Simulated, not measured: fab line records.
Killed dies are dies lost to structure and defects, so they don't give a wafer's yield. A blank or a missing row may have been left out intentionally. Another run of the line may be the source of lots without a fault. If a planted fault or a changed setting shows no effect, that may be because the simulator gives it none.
Which tool is to blame? -- flow nandHarc -- 13 lots with 39 wafers sampled at 4 steps, on a route of 1159 steps

WHAT EACH GAUGE READ, for each wafer
NHARC_P_ZERO_WELL_CD_MEAS_37: target cd 720 nm. Usual: cdNm at 720.8 nm, with a standard deviation of 1.8.
lot,measured,on,cdNm (nm),flag
L227,day 1 16:14,cdSem-01,722.3 722.2 723.0,
L228,day 1 22:13,cdSem-01,722.0 719.2 723.1,
L229,day 2 03:59,cdSem-03,722.2 720.7 722.3,
L230,day 2 10:09,cdSem-03,729.7 734.0 732.0 729.6 734.2 731.7,OFF
L234,day 3 10:07,cdSem-03,721.3 722.0 721.3,
L240,day 4 22:05,cdSem-01,722.0 717.5 717.3,
L241,day 5 04:07,cdSem-02,722.5 722.1 724.4,
L242,day 5 10:10,cdSem-02,717.8 720.9 716.8,
L243,day 5 16:08,cdSem-02,720.8 721.0 720.5,
L244,day 5 21:58,cdSem-02,721.5 717.9 719.7,
L245,day 6 04:08,cdSem-03,722.9 722.5 723.3,
L247,day 6 16:11,cdSem-03,720.7 720.7 721.2,
L250,day 7 10:07,cdSem-03,720.1 719.6 720.0,

NHARC_P_STI_INSPECT_11. Usual: rawDefectCount at 5.3, with a standard deviation of 2.8.
lot,measured,on,rawDefectCount,flag
L227,day 2 11:54,defectInspect-02,4 5 5,
L228,day 2 21:30,defectInspect-01,5 8 3,
L229,day 2 21:27,defectInspect-01,5 3 3,
L230,day 3 12:03,defectInspect-01,2 3 5,
L234,day 4 02:23,defectInspect-02,9 11 4,
L240,day 5 17:26,defectInspect-01,8 8 7,
L241,day 6 02:38,defectInspect-01,5 3 6,
L242,day 6 02:36,defectInspect-01,3 4 6,
L243,day 6 11:01,defectInspect-02,5 1 6,
L244,day 6 16:52,defectInspect-02,9 3 1,
L245,day 6 23:32,defectInspect-02,1 4 4,
L247,day 7 14:00,defectInspect-02,2 2 2,
L250,day 8 06:32,defectInspect-01,6 4 5,

TOOL THAT RAN EACH LOT (tool first, then ch and the chambers of the sampled wafers, then the start)
lot,NHARC_P_ZERO_WELL_ETCH_63,NHARC_P_ZERO_WELL_EXPOSE_34
L227,"rieSi-05 ch 1,2,3, day 1 13:41","krfScanner-03 ch 0, day 1 16:05"
L228,"rieSi-06 ch 0,1,3, day 1 19:39","krfScanner-01 ch 0, day 1 22:04"
L229,"rieSi-04 ch 2,3, day 2 01:32","krfScanner-01 ch 0, day 2 03:49"
L230,"rieSi-04 ch 0,3, day 2 07:39","krfScanner-01 ch 0, day 2 09:59"
L234,"rieSi-06 ch 0,1,2, day 3 07:31","krfScanner-01 ch 0, day 3 09:58"
L240,"rieSi-06 ch 0,2,3, day 4 19:31","krfScanner-01 ch 0, day 4 21:56"
L241,"rieSi-05 ch 2,3, day 5 01:39","krfScanner-01 ch 0, day 5 03:58"
L242,"rieSi-05 ch 0,1, day 5 07:43","krfScanner-03 ch 0, day 5 10:00"
L243,"rieSi-04 ch 1,3, day 5 13:41","krfScanner-03 ch 0, day 5 15:59"
L244,"rieSi-05 ch 0,2,3, day 5 19:32","krfScanner-03 ch 0, day 5 21:49"
L245,"rieSi-04 ch 1,2, day 6 01:39","krfScanner-01 ch 0, day 6 03:59"
L247,"rieSi-06 ch 0,2, day 6 13:40","krfScanner-04 ch 0, day 6 16:01"
L250,"rieSi-05 ch 0,1,3, day 7 07:41","krfScanner-03 ch 0, day 7 09:58"
- NHARC_P_ZERO_WELL_ETCH_63: etches the open film in HBr/Cl2, target depth 120 nm, time 40.1 s.
- NHARC_P_ZERO_WELL_EXPOSE_34: exposes mask P PWELL, target cd 720 nm.

AS READ BY THE TOOLS THEMSELVES (means over the sampled wafers that have a number; for cases with no such wafer, the mark the record gives instead)
NHARC_P_ZERO_WELL_ETCH_63. Usual: drypumpMotorCurrentA 5.9 A, standard deviation 0.4; oesProductAu 1.003 a.u., standard deviation 0.009; throttleValvePct 26.405 %, standard deviation 0.0089.
lot,tool,drypumpMotorCurrentA (A),oesProductAu (a.u.),throttleValvePct (%),flag
L227,rieSi-05,5.8,1.012,26.407,
L228,rieSi-06,5.9,1.009,26.413,
L229,rieSi-04,6.2,1.004,26.403,
L230,rieSi-04,6.3,1.008,26.399,
L234,rieSi-06,5.8,1.011,26.410,
L240,rieSi-06,5.6,1.009,26.399,
L241,rieSi-05,5.9,1.004,26.401,
L242,rieSi-05,5.7,1.001,26.406,
L243,rieSi-04,6.1,0.999,26.403,
L244,rieSi-05,5.9,0.996,26.402,
L245,rieSi-04,5.6,0.990,26.397,
L247,rieSi-06,5.6,1.002,26.408,
L250,rieSi-05,5.8,1.000,26.401,

THE ANSWER, worked out from the rows above alone
Rule: a lot counts as off when the mean over its wafers that have a number is more than 3 standard deviations away from the usual mean. Also off: a lot with no number at a reading for which 4 or more lots have one. All remaining lots with rows at the step are treated as sound. The gauges are gone through in route order, then the tools' own readings, and for those a lot's mean is taken as printed above. At the first step where some lot is off, the reading lying furthest off is the one used; lots without a number count as furthest.
Off: L230, at NHARC_P_ZERO_WELL_CD_MEAS_37 (cdNm).
A tool fits if, at a process step before that reading, it ran every lot that is off, and no sound lot after the first of them. Those tools and the gauges at NHARC_P_ZERO_WELL_CD_MEAS_37 are tried in the same way. None of those tried fits.

WHAT HAD BEEN PUT IN BY THE SIMULATOR
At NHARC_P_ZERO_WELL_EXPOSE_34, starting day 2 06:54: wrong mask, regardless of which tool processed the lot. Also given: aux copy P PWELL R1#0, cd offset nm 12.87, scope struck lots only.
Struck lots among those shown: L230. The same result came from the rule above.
